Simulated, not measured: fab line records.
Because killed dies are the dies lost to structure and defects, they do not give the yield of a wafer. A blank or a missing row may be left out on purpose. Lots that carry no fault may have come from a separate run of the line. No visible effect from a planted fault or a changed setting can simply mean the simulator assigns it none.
3 desks looking at one fault :: flow nand harc :: what lay behind the numbers comes last; until then each desk has only its own

## TOOL OWNER'S DESK, pvd sputter-02
The tool's own readings at NHARC_P_M0_PVD_21 (deposits Cu, target thk 30 nm, time 20.49 s): means of the sampled wafers that have a number, for each lot that ran on this tool. If a lot's mean is further than 4 standard deviations from the usual mean, the lot is out of limits and carries the mark OUT (the distance appears in the brackets).
Columns: A = chamber pressure pa at NHARC_P_M0_PVD_21, usual 5.001 Pa; B = throttle valve pct at NHARC_P_M0_PVD_21, usual 30.2 %
lot: L453
first seen here: day 6 08:43
A: 4.987
B: 30.4

lot: L458
first seen here: day 7 22:02
A: 5.001
B: 29.7
This desk's verdict: no lot among the 2 shows anything out of limits.

## AT THE METROLOGY DESK
Lot by lot, what the gauges showed, no matter which tool ran the lot: averages of those sampled wafers that carry a number. If a lot's mean is further than 4 standard deviations from the usual mean, the lot is out of limits and carries the mark OUT (the distance appears in the brackets). It has 8 readings; the 7 that lie furthest out on some lot are the ones shown.
Columns: A = cd nm at NHARC_P_M0_CD_MEAS_09, usual 90.1 nm; B = overlay x nm at NHARC_P_M0_OVL_MEAS_10, usual -0.2 nm; C = overlay y nm at NHARC_P_M0_OVL_MEAS_10, usual 0.0 nm; D = cd nm at NHARC_P_M1_CD_MEAS_09, usual 129.8 nm; E = overlay x nm at NHARC_P_M1_OVL_MEAS_10, usual 0.0 nm; F = overlay y nm at NHARC_P_M1_OVL_MEAS_10, usual 0.0 nm; G = cd nm at NHARC_P_M1_CD_MEAS_16, usual 129.6 nm
lot: L453
first seen here: day 6 07:18
A: 89.4
B: 0.4
C: -0.7
D: 128.8
E: 0.5
F: -1.1
G: 128.0

lot: L457
first seen here: day 7 16:02
A: 90.6
B: -0.1
C: -0.1
D: 129.9
E: 0.5
F: 0.9
G: 128.8

lot: L458
first seen here: day 7 20:40
A: 90.5
B: 0.8
C: -0.4
D: 129.6
E: 0.8
F: 0.6
G: 128.9

lot: L469
first seen here: day 10 05:44
A: 90.1
B: -0.1
C: -0.2
D: 129.5
E: -0.4
F: 0.4
G: 130.0

lot: L474
first seen here: day 11 17:08
A: 90.3
B: 0.3
C: -0.8
D: 130.3
E: -0.3
F: 0.1
G: 130.8
This desk's verdict: no lot among the 5 shows anything out of limits.

## THE DEFECT DESK
Counts from the inspections along the route, per lot, as means over the sampled wafers that have a number. If a lot's mean is further than 4 standard deviations from the usual mean, the lot is out of limits and carries the mark OUT (the distance appears in the brackets).
Columns: A = raw defect count at NHARC_P_M0_INSPECT_11, usual 4.1; B = raw defect count at NHARC_P_M0_INSPECT_27, usual 298; C = raw defect count at NHARC_P_M1_INSPECT_11, usual 4.1
lot: L453
first seen here: day 6 07:26
A: 3.0
B: 311
C: 4.0

lot: L457
first seen here: day 7 16:09
A: 7.3
B: 451
C: 8.0

lot: L458
first seen here: day 7 20:47
A: 3.0
B: 272
C: 5.0

lot: L469
first seen here: day 10 05:52
A: 1.3
B: 143
C: 3.7

lot: L474
first seen here: day 11 17:15
A: 5.0
B: 177
C: 1.3
This desk's verdict: no lot among the 5 shows anything out of limits.

## TAKEN TOGETHER
Nothing out of limits was seen by the tool owner's desk.
At the metrology desk, nothing out of limits was observed.
The defect desk saw nothing out of limits.

## WHAT HAD BEEN PUT IN BY THE SIMULATOR
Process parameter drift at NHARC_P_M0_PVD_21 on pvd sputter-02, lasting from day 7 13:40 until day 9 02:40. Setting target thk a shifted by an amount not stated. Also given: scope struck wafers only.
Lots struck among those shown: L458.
